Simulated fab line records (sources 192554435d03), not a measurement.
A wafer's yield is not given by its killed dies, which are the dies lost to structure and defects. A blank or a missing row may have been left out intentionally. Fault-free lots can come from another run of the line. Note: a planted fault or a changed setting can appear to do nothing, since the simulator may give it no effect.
fab line records + flow n5-finfet
[record]
- lots = 6
- wafers = 16
- last-day = 17
route steps=1938 shown WELL_APT@28 PASSIVATION@1936
lots with no fault: from the same line, run without faults
start-h: start of the lot's first displayed wafer, in hours after the record's first day + wait-h: hours from the lot's prior step to this one + " same as the row above + L1.1+2: one row covering several wafers at once + - value missing, or start not given + * or withheld: withheld + < > ~ a bound
route shown NAME@n: a module of which the file shows steps, and the number in the route of the first + usual: the fault-free wafers' mean and standard deviation + same: alike in all rows + chamber/n: place in a boat + sites: each site's reading + _std_site: their standard deviation + _edge_site: outer sites' mean less inner sites' + radius-mm: how far each site lies from the wafer's centre + mask NAME#n: copy n + behind: the last tool/chamber to shape the wafer + hold: why the lot went on hold/how many hours it stayed there/how the hold came to an end + device: names the non-switching transistor (n, p or np) + end of line: at the end of the route, the tests of the same wafers + a step given without rows: its recipe and nothing more + killed: the dies lost at the first sort to structure and to defects; this is not the yield of the wafer + map: a wafer's dies, marking killed ones x, the rest . and places with no die _
set.NAME: the run value of the setting; set.NAME@STEP: its run value at that earlier step + model.NAME: the simulator's own value behind a step, which no gauge read
lots seen at some steps along the route; tables by step, rows by wafer
services: a tool's chamber out of use, with start hour (start-h, from the record's first day; less than 0 if before it), hours out, and reason
[[steps]]
[step N5_WELL_APT_CD_MEAS_08]
[recipe]
- target-cd-nm = 200
- landing-energy-ev = 500
- detector = se-inlens
[usual]
- cd-nm = 201/3.1
| lot.wafer | tool      | chamber | start-h | wait-h | cd-nm |
|-----------|-----------|---------|---------|--------|-------|
| L821.1    | cd-sem-01 | 0       | 19.72   | -      | 203   |
| L821.2    | "         | 0       | "       | "      | 200   |
| L821.3    | "         | 0       | "       | "      | 197   |
| L824.1    | cd-sem-02 | 0       | 37.74   | -      | 201   |
| L824.5    | "         | 0       | "       | "      | 199   |
| L827.2    | cd-sem-01 | 0       | 55.71   | -      | 199   |
| L827.5    | "         | 0       | "       | "      | 199   |
| L839.1    | cd-sem-03 | 0       | 127.56  | -      | 203   |
| L839.5    | "         | 0       | "       | "      | 206   |
| L839.6    | "         | 0       | "       | "      | 203   |
| L842.1    | cd-sem-01 | 0       | 145.72  | -      | 200   |
| L842.2    | "         | 0       | "       | "      | 199   |
| L842.3    | "         | 0       | "       | "      | 198   |
| L843.1    | cd-sem-02 | 0       | 151.87  | -      | 205   |
| L843.3    | "         | 0       | "       | "      | 205   |
| L843.5    | "         | 0       | "       | "      | 205   |
[step N5_WELL_APT_OVL_MEAS_09]
[recipe]
- points-per-wafer = 44
[usual]
- NWELL_OVL = 1/5.7
| lot.wafer | tool       | chamber | start-h | wait-h | NWELL_OVL[nm] |
|-----------|------------|---------|---------|--------|---------------|
| L821.1    | overlay-02 | 0       | 19.75   | 0.0    | 1             |
| L821.2    | "          | 0       | "       | "      | 0             |
| L821.3    | "          | 0       | "       | "      | 1             |
| L824.1    | overlay-02 | 0       | 37.77   | 0.0    | -10           |
| L824.5    | "          | 0       | "       | "      | -7            |
| L827.2    | overlay-02 | 0       | 55.74   | 0.0    | 9             |
| L827.5    | "          | 0       | "       | "      | 6             |
| L839.1    | overlay-01 | 0       | 127.59  | 0.0    | 10            |
| L839.5    | "          | 0       | "       | "      | 6             |
| L839.6    | "          | 0       | "       | "      | 6             |
| L842.1    | overlay-02 | 0       | 145.75  | 0.0    | -2            |
| L842.2    | "          | 0       | "       | "      | -1            |
| L842.3    | "          | 0       | "       | "      | -2            |
| L843.1    | overlay-02 | 0       | 151.90  | 0.0    | -7            |
| L843.3    | "          | 0       | "       | "      | -3            |
| L843.5    | "          | 0       | "       | "      | -16           |
[step N5_WELL_APT_INSPECT_10]
[recipe]
- mode = adi
- inspect-instrument = macro
[usual]
- raw-defect-count = 2.1/1.4
| lot.wafer | tool              | chamber | start-h | wait-h | raw-defect-count |
|-----------|-------------------|---------|---------|--------|------------------|
| L821.1    | defect-inspect-01 | -       | 19.78   | 0.0    | 1                |
| L821.2    | "                 | -       | "       | "      | 1                |
| L821.3    | "                 | -       | "       | "      | 0                |
| L824.1    | defect-inspect-02 | -       | 37.79   | 0.0    | 0                |
| L824.5    | "                 | -       | "       | "      | 4                |
| L827.2    | defect-inspect-01 | -       | 55.76   | 0.0    | 6                |
| L827.5    | "                 | -       | "       | "      | 1                |
| L839.1    | defect-inspect-02 | -       | 127.61  | 0.0    | 2                |
| L839.5    | "                 | -       | "       | "      | 2                |
| L839.6    | "                 | -       | "       | "      | 1                |
| L842.1    | defect-inspect-02 | -       | 145.77  | 0.0    | 4                |
| L842.2    | "                 | -       | "       | "      | 3                |
| L842.3    | "                 | -       | "       | "      | 2                |
| L843.1    | defect-inspect-01 | -       | 151.93  | 0.0    | 3                |
| L843.3    | "                 | -       | "       | "      | 3                |
| L843.5    | "                 | -       | "       | "      | 3                |
[step N5_WELL_APT_DESCUM_13]
[recipe]
- chemistry = O2
- time-s = 7.9
- source-power-w = 50
- bias-power-w = 20
- pressure-mtorr = 20
- rf-frequency-hz = 2.712e+07
- temp-c = 40
- o2-flow-sccm = 225
[usual]
- drypump-motor-current-A = 5.8/0.47
- oes-product-au = 0.81/0.088
- rf-vpp-V = 243.1/1.1
- showerhead-plenum-p-Torr = 2.10/0.046
- throttle-valve-pct = 20.53/0.3
| lot.wafer | tool        | chamber | start-h | wait-h | drypump-motor-current-A | oes-product-au | rf-hours-counter-h | rf-vpp-V | showerhead-plenum-p-Torr | throttle-valve-pct |
|-----------|-------------|---------|---------|--------|-------------------------|----------------|--------------------|----------|--------------------------|--------------------|
| L821.1    | rie-diel-01 | 3       | 19.81   | 0.0    | 6.0                     | 0.87           | 41                 | 243.5    | 2.11                     | 20.34              |
| L821.2    | "           | 0       | "       | "      | 6.3                     | 0.81           | 85                 | 243.9    | 2.13                     | 20.43              |
| L821.3    | "           | 2       | "       | "      | 5.3                     | 0.82           | 81                 | 244.8    | 2.19                     | 20.31              |
| L824.1    | rie-diel-01 | 3       | 37.83   | 0.0    | 6.0                     | 0.86           | 47                 | 243.2    | 2.11                     | 20.35              |
| L824.5    | "           | 1       | "       | "      | 5.7                     | 0.73           | -                  | 244.1    | 2.10                     | 21.12              |
| L827.2    | rie-diel-04 | 0       | 56.44   | 0.7    | 5.9                     | 0.84           | 83                 | 243.6    | 2.02                     | 20.19              |
| L827.5    | "           | 3       | "       | "      | 6.0                     | 0.67           | -                  | 241.5    | 2.06                     | 20.55              |
| L839.1    | rie-diel-01 | 0       | 127.86  | 0.2    | 6.3                     | 0.79           | 122                | 244.2    | 2.12                     | 20.48              |
| L839.5    | "           | 0       | "       | "      | 6.3                     | 0.78           | -                  | 244.0    | 2.12                     | 20.48              |
| L839.6    | "           | 1       | "       | "      | 5.8                     | 0.70           | -                  | 242.7    | 2.09                     | 21.18              |
| L842.1    | rie-diel-04 | 2       | 145.93  | 0.2    | 5.4                     | 0.94           | 8                  | 243.0    | 2.07                     | 20.21              |
| L842.2    | "           | 0       | "       | "      | 5.9                     | 0.79           | 113                | 241.3    | 2.01                     | 20.24              |
| L842.3    | "           | 3       | "       | "      | 6.1                     | 0.96           | 12                 | 242.5    | 2.05                     | 20.19              |
| L843.1    | rie-diel-01 | 0       | 152.06  | 0.1    | 6.3                     | 0.77           | 130                | 245.4    | 2.12                     | 20.50              |
| L843.3    | "           | 2       | "       | "      | 5.3                     | 0.77           | 127                | 244.1    | 2.17                     | 20.38              |
| L843.5    | "           | 3       | "       | "      | 6.0                     | 0.82           | -                  | 244.7    | 2.09                     | 20.40              |
[step N5_WELL_APT_IMPLANT_14]
[recipe]
- species = P
- energy-kev = 160
- dose-cm2 = 1.5e+13
- tilt-deg = 0
- rotation-deg = 0
[step N5_WELL_APT_IMPLANT_15]
[recipe]
- species = As
- energy-kev = 25
- dose-cm2 = 1.5e+13
- tilt-deg = 0
- rotation-deg = 0
[step N5_WELL_APT_STRIP_16]
[recipe]
- chemistry = SPM
- time-s = 900
- temp-c = 130
- h2so4-h2o2-vol-ratio = 4
- dry = ipa-marangoni
[step N5_WELL_APT_HMDS_18]
[recipe]
- time-s = 60
- temp-c = 120
[step N5_WELL_APT_COAT_19]
[recipe]
- spin-rpm = 1357
- resist-thk-nm = 950
[step N5_WELL_APT_EBR_21]
[recipe]
- solvent = PGMEA
- ebr-width-mm = 1.5
[step N5_WELL_APT_SOFTBAKE_20]
[recipe]
- temp-c = 130
- time-s = 60
[step N5_WELL_APT_EXPOSE_22]
[recipe]
- mask-id = PWELL
- na = 0.8
- source-shape = conventional
- sigma-outer = 0.8
- polarization = unpolarized
- defocus-nm = 0
- target-cd-nm = 200
- dose-mj = 23.2
[step N5_WELL_APT_PEB_23]
[recipe]
- peb-temp-c = 130
- peb-time-s = 90
| lot.wafer  | tool           | chamber | start-h | wait-h |
|------------|----------------|---------|---------|--------|
| L821.1+2+3 | litho-track-05 | 0       | 20.73   | 0.1    |
| L824.1+5   | litho-track-05 | 0       | 38.87   | 0.1    |
| L827.2+5   | litho-track-05 | 0       | 57.48   | 0.0    |
| L839.1+5+6 | litho-track-01 | 0       | 128.80  | 0.1    |
| L842.1+2+3 | litho-track-05 | 0       | 146.99  | 0.1    |
| L843.1+3+5 | litho-track-01 | 0       | 153.12  | 0.1    |
[step N5_WELL_APT_DEVELOP_24]
[recipe]
- develop-time-s = 45
- rinse-liquid = surfactant-rinse
- dry = air-spin
- dev-temp-c = 21
[step N5_WELL_APT_HARDBAKE_29]
[recipe]
- temp-c = 130
- time-s = 120
[step N5_WELL_APT_CD_MEAS_25]
[recipe]
- target-cd-nm = 200
- landing-energy-ev = 500
- detector = se-inlens
[usual]
- cd-nm = 199.4/2.8
| lot.wafer | tool      | chamber | start-h | wait-h | cd-nm |
|-----------|-----------|---------|---------|--------|-------|
| L821.1    | cd-sem-02 | 0       | 20.84   | -      | 203.8 |
| L821.2    | "         | 0       | "       | "      | 199.8 |
| L821.3    | "         | 0       | "       | "      | 199.1 |
| L824.1    | cd-sem-03 | 0       | 38.99   | -      | 199.1 |
| L824.5    | "         | 0       | "       | "      | 209.4 |
| L827.2    | cd-sem-01 | 0       | 57.60   | -      | 209.9 |
| L827.5    | "         | 0       | "       | "      | 209.4 |
| L839.1    | cd-sem-01 | 0       | 128.91  | -      | 198.5 |
| L839.5    | "         | 0       | "       | "      | 202.6 |
| L839.6    | "         | 0       | "       | "      | 197.4 |
| L842.1    | cd-sem-02 | 0       | 147.10  | -      | 199.3 |
| L842.2    | "         | 0       | "       | "      | 199.1 |
| L842.3    | "         | 0       | "       | "      | 202.0 |
| L843.1    | cd-sem-01 | 0       | 153.24  | -      | 195.5 |
| L843.3    | "         | 0       | "       | "      | 193.9 |
| L843.5    | "         | 0       | "       | "      | 197.2 |
[step N5_WELL_APT_OVL_MEAS_26]
[recipe]
- points-per-wafer = 44
[usual]
- PWELL_OVL = 1/5.3
| lot.wafer | tool       | chamber | start-h | wait-h | PWELL_OVL[nm] |
|-----------|------------|---------|---------|--------|---------------|
| L821.1    | overlay-02 | 0       | 20.87   | 0.0    | 10            |
| L821.2    | "          | 0       | "       | "      | 5             |
| L821.3    | "          | 0       | "       | "      | 4             |
| L824.1    | overlay-02 | 0       | 39.02   | 0.0    | -1            |
| L824.5    | "          | 0       | "       | "      | -2            |
| L827.2    | overlay-01 | 0       | 57.63   | 0.0    | 11            |
| L827.5    | "          | 0       | "       | "      | 5             |
| L839.1    | overlay-01 | 0       | 128.94  | 0.0    | 0             |
| L839.5    | "          | 0       | "       | "      | 2             |
| L839.6    | "          | 0       | "       | "      | -1            |
| L842.1    | overlay-01 | 0       | 147.13  | 0.0    | 2             |
| L842.2    | "          | 0       | "       | "      | 5             |
| L842.3    | "          | 0       | "       | "      | 10            |
| L843.1    | overlay-01 | 0       | 153.27  | 0.0    | -5            |
| L843.3    | "          | 0       | "       | "      | -5            |
| L843.5    | "          | 0       | "       | "      | 3             |
[step N5_WELL_APT_INSPECT_27]
[recipe]
- mode = adi
- inspect-instrument = macro
[usual]
- raw-defect-count = 1.8/1.5
| lot.wafer | tool              | chamber | start-h | wait-h | raw-defect-count |
|-----------|-------------------|---------|---------|--------|------------------|
| L821.1    | defect-inspect-02 | -       | 20.90   | 0.0    | 1                |
| L821.2    | "                 | -       | "       | "      | 1                |
| L821.3    | "                 | -       | "       | "      | 0                |
| L824.1    | defect-inspect-01 | -       | 39.04   | 0.0    | 2                |
| L824.5    | "                 | -       | "       | "      | 3                |
| L827.2    | defect-inspect-02 | -       | 57.65   | 0.0    | 3                |
| L827.5    | "                 | -       | "       | "      | 0                |
| L839.1    | defect-inspect-02 | -       | 128.96  | 0.0    | 3                |
| L839.5    | "                 | -       | "       | "      | 1                |
| L839.6    | "                 | -       | "       | "      | 2                |
| L842.1    | defect-inspect-01 | -       | 147.15  | 0.0    | 2                |
| L842.2    | "                 | -       | "       | "      | 3                |
| L842.3    | "                 | -       | "       | "      | 2                |
| L843.1    | defect-inspect-01 | -       | 153.29  | 0.0    | 2                |
| L843.3    | "                 | -       | "       | "      | 4                |
| L843.5    | "                 | -       | "       | "      | 2                |
[step N5_WELL_APT_DESCUM_30]
[recipe]
- chemistry = O2
- time-s = 7.9
- source-power-w = 50
- bias-power-w = 20
- pressure-mtorr = 20
- rf-frequency-hz = 2.712e+07
- temp-c = 40
- o2-flow-sccm = 225
[usual]
- drypump-motor-current-A = 5.7/0.45
- oes-product-au = 0.81/0.11
- rf-vpp-V = 243.0/1.1
- showerhead-plenum-p-Torr = 2.08/0.046
- throttle-valve-pct = 20.48/0.24
| lot.wafer | tool        | chamber | start-h | wait-h | drypump-motor-current-A | oes-product-au | rf-hours-counter-h | rf-vpp-V | showerhead-plenum-p-Torr | throttle-valve-pct | model.WELL_APT.cd-nm |
|-----------|-------------|---------|---------|--------|-------------------------|----------------|--------------------|----------|--------------------------|--------------------|----------------------|
| L821.1    | rie-diel-04 | 3       | 20.93   | 0.0    | 6.0                     | 0.67           | 227                | 242.6    | 2.07                     | 20.53              | 204.1                |
| L821.2    | "           | 2       | "       | "      | 5.4                     | 0.70           | 223                | 243.7    | 2.09                     | 20.67              | 199.7                |
| L821.3    | "           | 0       | "       | "      | 5.9                     | 0.85           | 72                 | 240.9    | 2.02                     | 20.19              | 199.1                |
| L824.1    | rie-diel-01 | 0       | 39.08   | 0.0    | 6.3                     | 0.81           | 91                 | 243.8    | 2.13                     | 20.43              | 198.9                |
| L824.5    | "           | 2       | "       | "      | 5.3                     | 0.80           | -                  | 245.5    | 2.19                     | 20.30              | 209.6                |
| L827.2    | rie-diel-04 | 3       | 57.68   | 0.0    | 6.1                     | 0.68           | 240                | 242.2    | 2.06                     | 20.53              | 210                  |
| L827.5    | "           | 2       | "       | "      | 5.4                     | 0.70           | -                  | 243.2    | 2.08                     | 20.70              | 209.5                |
| L839.1    | rie-diel-01 | 2       | 129.00  | 0.0    | 5.3                     | 0.77           | 118                | 243.5    | 2.17                     | 20.35              | 198.5                |
| L839.5    | "           | 2       | "       | "      | 5.3                     | 0.78           | -                  | 244.2    | 2.17                     | 20.35              | 202.7                |
| L839.6    | "           | 1       | "       | "      | 5.7                     | 0.70           | -                  | 244.4    | 2.09                     | 21.19              | 197.5                |
| L842.1    | rie-diel-01 | 2       | 147.19  | 0.0    | 5.3                     | 0.77           | 125                | 244.5    | 2.17                     | 20.35              | 199.5                |
| L842.2    | "           | 1       | "       | "      | 5.7                     | 0.68           | 213                | 243.4    | 2.08                     | 21.18              | 199.3                |
| L842.3    | "           | 0       | "       | "      | 6.3                     | 0.77           | 128                | 242.9    | 2.12                     | 20.50              | 202.3                |
| L843.1    | rie-diel-05 | 1       | 153.32  | 0.0    | 5.8                     | 0.87           | 41                 | 242.5    | 2.07                     | 20.54              | 195.5                |
| L843.3    | "           | 0       | "       | "      | 5.0                     | 0.87           | 54                 | 241.6    | 2.03                     | 20.28              | 194.1                |
| L843.5    | "           | 2       | "       | "      | 6.7                     | 0.72           | -                  | 243.5    | 2.06                     | 20.81              | 197.3                |
[step N5_WELL_APT_IMPLANT_31]
[recipe]
- species = B
- energy-kev = 60
- dose-cm2 = 1.5e+13
- tilt-deg = 0
- rotation-deg = 0
[step N5_PASSIVATION_PROBE_49]
[usual]
- killed_at_M0_to_M3 = 32/9.3
- killed_at_M4_up = 14/4.9
- killed-at-contacts = 15/7.5
- killed-at-front-end = 40/11
- killed-at-other = 4/3.3
- killed-dies = 104/17
- killed-open = 68/14
- killed-short = 33/7.9
[same]
- gross-dies = 1180
- killed-at-back-side = 0
| lot.wafer | tool      | chamber | start-h | wait-h | killed_at_M0_to_M3 | killed_at_M4_up | killed-at-contacts | killed-at-front-end | killed-at-other | killed-dies | killed-open | killed-short |
|-----------|-----------|---------|---------|--------|--------------------|-----------------|--------------------|---------------------|-----------------|-------------|-------------|--------------|
| L827.2    | prober-01 | -       | 304.52  | 0.1    | 15                 | 12              | 10                 | 30                  | 15              | 82          | 42          | 28           |
// killed by level:class
L827.2 PASSIVATION:area-etch=11 DUMMY_GATE:geometric-particle:open=7 FIN_SAQP:geometric-particle:short=6 MOL_CONTACT_COAG:geometric-particle:open=6 BEOL_M0_SAQP:geometric-particle:short=6 BEOL_M4:geometric-particle:open=6 STI_FIN_REVEAL:geometric-particle:open=5 MOL_CONTACT_COAG:geometric-particle:short=4
[[services]]
| tool           | chamber | start-h | hours | kind                          |
|----------------|---------|---------|-------|-------------------------------|
| rie-diel-01    | -       | -3.00   | 14.6  | pm                            |
| rie-diel-04    | 1       | 9.62    | -     | clean                         |
| rie-diel-04    | 1       | 9.62    | -     | consumable-replace:focus-ring |
| rie-diel-04    | 1       | 9.62    | 23.0  | scheduled-down                |
| rie-diel-04    | 1       | 9.62    | 23.0  | vent-cycle                    |
| rie-diel-05    | 1       | 30.71   | -     | clean                         |
| rie-diel-05    | 1       | 30.71   | -     | consumable-replace:focus-ring |
| rie-diel-05    | 1       | 30.71   | 18.3  | scheduled-down                |
| rie-diel-05    | 1       | 30.71   | 18.3  | vent-cycle                    |
| rie-diel-05    | -       | 34.46   | 0.1   | repair                        |
| rie-diel-05    | 0       | 64.07   | 2.2   | repair                        |
| rie-diel-04    | 0       | 87.45   | 6.6   | repair                        |
| rie-diel-04    | 3       | 94.41   | -     | clean                         |
| rie-diel-04    | 3       | 94.41   | -     | consumable-replace:focus-ring |
| rie-diel-05    | 3       | 96.43   | -     | clean                         |
| rie-diel-05    | 3       | 96.43   | -     | consumable-replace:focus-ring |
| rie-diel-05    | 3       | 96.43   | 19.5  | scheduled-down                |
| rie-diel-05    | 3       | 96.43   | 19.5  | vent-cycle                    |
| litho-track-05 | -       | 107.98  | -     | consumable-replace:filter     |
| rie-diel-04    | 2       | 108.99  | -     | clean                         |
| rie-diel-04    | 2       | 108.99  | -     | consumable-replace:focus-ring |
| rie-diel-04    | 2       | 108.99  | 10.1  | scheduled-down                |
| rie-diel-04    | 2       | 108.99  | 10.1  | vent-cycle                    |
| rie-diel-04    | -       | 148.85  | 0.1   | repair                        |
[[key]]
[first-sign]
- step = N5_WELL_APT_CD_MEAS_25
- reading = cd-nm
- direction = up
- sigmas = 3.6
- usual = 199.4
- struck = 209.6
effect none on later readings
[model-effect]
- step = N5_WELL_APT_DESCUM_30
- value = WELL_APT.cd-nm
- without = 199
- struck = 209.7
met-at N5_WELL_APT_PEB_23
struck-wafers L824.5,L827.2,L827.5
tester-left-out L824,L827
[baseline-loss]
- step = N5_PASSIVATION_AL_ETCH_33
- wafers = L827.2
onset-between 20.73 38.87
[fault]
- kind = process-parameter-drift
- tool = litho-track-05
- chamber = -
- onset-h = 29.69
- steps = N5_WELL_APT_PEB_23
- channel = peb-time-s
- offset = *
- shape = step
- end-h = 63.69
- scope = struck-wafers-only
- acts-in = *
- stated = *
// tester-left-out: of these lots the tester's yield and bins aren't shown, on N5 and GAA mostly nor the transistor test; their killed dies are dies lost to structure and defects alone, not to doping, threshold or leakage, so they don't give the yield
// baseline-loss: these wafers lose ten dies or more at that step, a loss of the line's own and not of a fault; the sort's usual values leave them out
